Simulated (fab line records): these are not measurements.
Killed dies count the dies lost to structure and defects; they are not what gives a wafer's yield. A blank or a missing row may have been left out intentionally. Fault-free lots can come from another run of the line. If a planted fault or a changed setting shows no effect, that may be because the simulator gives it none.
Check of tool commonality | flow nandHarc | 2 lots, 6 wafers sampled

## REASON FOR OPENING
On 2 of the 2 lots, a flag is raised at NHARC_END_SORT_01 on the reading killedAtPeriphery. No-fault wafers: 2.8, standard deviation 2.2.
Rule: a lot gets a flag if all its wafers with a number sit over 4 standard deviations from that mean, or if no wafer of it has a number. The other lots count as sound.

lot  | measured     | on        | killedAtPeriphery, wafer by wafer | flag
L783 | day 20 16:10 | prober-01 | 291 287 276                       | FLAGGED
L784 | day 21 09:30 | prober-02 | 298 274 317                       | FLAGGED
Flagged lots average 290.5: +287.7 relative to the usual, that is +99 or more standard deviations.

## WHICH TOOL EACH LOT WENT THROUGH
4 process steps preceding the reading are held in the record, out of 1159 steps in the route. Cell contents, in order: the tool; ch with the chambers the sampled wafers went through; the start.
lot  | flag    | NHARC_P_BONDPAD_CMP_32     | NHARC_A_M1_DEP_33               | NHARC_A_BONDPAD_DESCUM_11         | NHARC_A_BONDPAD_CMP_19
L783 | FLAGGED | cmp-04 ch 0,2, day 7 17:49 | pecvd-02 ch 0,1,2, day 19 06:23 | rieDiel-09 ch 2,3, day 19 08:13   | cmp-04 ch 0,1,2, day 19 10:16
L784 | FLAGGED | cmp-04 ch 0,1, day 7 16:39 | pecvd-01 ch 0,2, day 19 07:04   | rieDiel-12 ch 0,1,2, day 19 09:04 | cmp-04 ch 2,3, day 19 14:42
What is done by these steps:
- NHARC_P_BONDPAD_CMP_32: polishes SiCN, target thk 200 nm.
- NHARC_A_M1_DEP_33: deposits SiCN, target thk 30 nm.
- NHARC_A_BONDPAD_DESCUM_11: chemistry O2, time 3 s.
- NHARC_A_BONDPAD_CMP_19: polishes, t overpolish 30 s, cu recess touch 16 s, target thk 169.8 nm.
- NHARC_END_SORT_01

## FLAGGED OVER TOTAL, TOOL BY TOOL (the gauges that took the reading come last)
step                      | tool       | lots run | flagged | share of the flagged lots | sound lots run after its first flagged lot
NHARC_P_BONDPAD_CMP_32    | cmp-04     | 2        | 2       | all                       | 0
NHARC_A_M1_DEP_33         | pecvd-01   | 1        | 1       | some                      | 0
NHARC_A_M1_DEP_33         | pecvd-02   | 1        | 1       | some                      | 0
NHARC_A_BONDPAD_DESCUM_11 | rieDiel-09 | 1        | 1       | some                      | 0
NHARC_A_BONDPAD_DESCUM_11 | rieDiel-12 | 1        | 1       | some                      | 0
NHARC_A_BONDPAD_CMP_19    | cmp-04     | 2        | 2       | all                       | 0
NHARC_END_SORT_01         | prober-01  | 1        | 1       | some                      | 0
NHARC_END_SORT_01         | prober-02  | 1        | 1       | some                      | 0

## THE TABLE: WHAT IT ALLOWS
Table rows that saw every flagged lot: 2, namely cmp-04 at NHARC_P_BONDPAD_CMP_32 and cmp-04 at NHARC_A_BONDPAD_CMP_19.
- cmp-04 at NHARC_P_BONDPAD_CMP_32: 2 of its 2 lots flagged. Because this sample shows no sound lot run on it before its first flagged lot, the start cannot be pinned down more closely.
- cmp-04 at NHARC_A_BONDPAD_CMP_19: 2 of its 2 lots flagged. Because this sample shows no sound lot run on it before its first flagged lot, the start cannot be pinned down more closely.
Just one tool remains: cmp-04 at NHARC_P_BONDPAD_CMP_32 and NHARC_A_BONDPAD_CMP_19.

## WHAT THE SIMULATOR HAD PUT IN
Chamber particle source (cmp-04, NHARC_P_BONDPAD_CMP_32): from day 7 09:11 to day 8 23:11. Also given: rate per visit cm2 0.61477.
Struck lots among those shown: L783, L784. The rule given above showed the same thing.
